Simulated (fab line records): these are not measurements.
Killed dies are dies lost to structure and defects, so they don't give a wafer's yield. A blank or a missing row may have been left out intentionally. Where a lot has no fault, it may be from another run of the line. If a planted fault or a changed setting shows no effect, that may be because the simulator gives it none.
Chamber matching	flow n5_finfet	rie_diel-06 running N5_FIN_SAQP_ETCH_34: 3 sister chambers
The step etches SiO2 in C4F6/O2, target depth 45 nm, time 15 s. 3 wafers are shown with their chamber, then 5 later ones without.

WAFERS, EACH WITH ITS CHAMBER
wafer	chamber	drypump_motor_current_A (A)
L093.2	3	5.26
L093.4	1	5.62
L095.1	2	5.76

WAFERS WITH NO CHAMBER GIVEN
wafer	drypump_motor_current_A (A)
L096.3	5.60
L096.5	5.74
L096.6	5.26
L097.1	5.27
L097.5	5.61

CHAMBER TAKEN BY EACH
wafer	from the rows above	in truth
L096.3	1	1
L096.5	2	2
L096.6	3	3
L097.1	3	3
L097.5	1	1
Correctly placed: 5 of 5. From these rows, 0 cannot be placed. 0 placed wrongly.
How it was worked out, from the rows above alone: a wafer's distance from a chamber is the root of the sum, over the readings, of the square of ((its reading less the chamber's mean) divided by the reading's scatter). The wafer belongs to the nearest chamber; if the next one is less than 2 further off, it can't be placed. The mean given for a chamber averages the wafers shown for that chamber. The scatter: with one shown wafer a chamber, the root of the mean of the squares of how far each hidden wafer lies from its nearest shown one.
